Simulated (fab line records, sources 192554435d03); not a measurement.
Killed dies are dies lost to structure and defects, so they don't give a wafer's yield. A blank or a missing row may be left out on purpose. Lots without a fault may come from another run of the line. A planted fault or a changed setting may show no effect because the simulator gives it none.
One fault seen from 2 desks | flow n5_finfet | each desk has only its own numbers; what lay behind them comes last
Where a reading is given only as a bound, like >300, the bound stands for it, and a mean or a difference that rests on one is marked > or <: the true number lies beyond.

THE TOOL OWNER'S DESK: rie_diel-03
The tool's own readings at N5_BEOL_M15_STRIP_63 (strips in O2): means of the sampled wafers that have a number, for each lot that ran on this tool. A lot is out of limits, marked OUT, if its mean lies more than 4 standard deviations from the usual mean; the brackets give that distance.
Columns: A = chamber_pressure_mTorr at N5_BEOL_M15_STRIP_63, usual 29.99 mTorr; B = drypump_motor_current_A at N5_BEOL_M15_STRIP_63, usual 5.77 A; C = oes_product_au at N5_BEOL_M15_STRIP_63, usual 0.78 a.u.; D = rf_vpp_V at N5_BEOL_M15_STRIP_63, usual 3.7 V; E = showerhead_plenum_p_Torr at N5_BEOL_M15_STRIP_63, usual 2.11 Torr; F = throttle_valve_pct at N5_BEOL_M15_STRIP_63, usual 16.63 %
lot  | first seen here | A     | B    | C    | D   | E    | F
L782 | day 12 04:00    | 30.01 | 5.63 | 0.86 | 3.6 | 2.17 | 16.52
L783 | day 12 09:00    | 29.99 | 5.68 | 0.85 | 3.4 | 2.19 | 16.45
L784 | day 12 13:00    | 29.95 | 5.63 | 0.82 | 3.8 | 2.14 | 16.50
L785 | day 12 13:00    | 29.97 | 5.88 | 0.81 | 3.7 | 2.16 | 16.57
L786 | day 15 04:00    | 29.96 | 5.83 | 0.76 | 3.2 | 2.13 | 16.59
L793 | day 16 01:00    | 29.99 | 5.59 | 0.80 | 4.3 | 2.11 | 16.64
This desk's finding: nothing out of limits on any of the 6 lots.

THE DEFECT DESK
What the inspections along the route counted, lot by lot: means of the sampled wafers that have a number. A lot is out of limits, marked OUT, if its mean lies more than 4 standard deviations from the usual mean; the brackets give that distance.
Columns: A = raw_defect_count at N5_BEOL_M15_INSPECT_30, usual 1.9
lot  | first seen here | A
L782 | day 12 06:17    | 2.7
L783 | day 12 10:59    | 1.3
L785 | day 12 14:49    | 2.3
L784 | day 12 15:22    | 1.0
L786 | day 15 06:04    | >300 (+99 or more) OUT
L793 | day 16 02:59    | >300 (+99 or more) OUT
L796 | day 16 18:20    | 1.7
L798 | day 16 21:58    | 2.0
L804 | day 18 07:38    | 3.0
This desk's finding: out of limits on L786, L793; first on L786, day 15 06:04 (raw_defect_count at N5_BEOL_M15_INSPECT_30). In limits: L782, L783, L785, L784, L796, L798, L804.

PUT TOGETHER
The defect desk could have raised an alarm at day 15 06:04, on L786, L793.
The tool owner's desk saw nothing out of limits.
The tool owner's desk has L786, L793 on record, within its limits.
Of the lots named, all ran N5_BEOL_M15_STRIP_63 on rie_diel-03.

WHAT THE SIMULATOR HAD PUT IN
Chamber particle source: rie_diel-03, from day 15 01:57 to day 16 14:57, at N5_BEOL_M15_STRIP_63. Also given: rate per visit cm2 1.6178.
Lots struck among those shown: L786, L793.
Hours from the fault's start to each desk's first reading out of limits: the defect desk, 4.
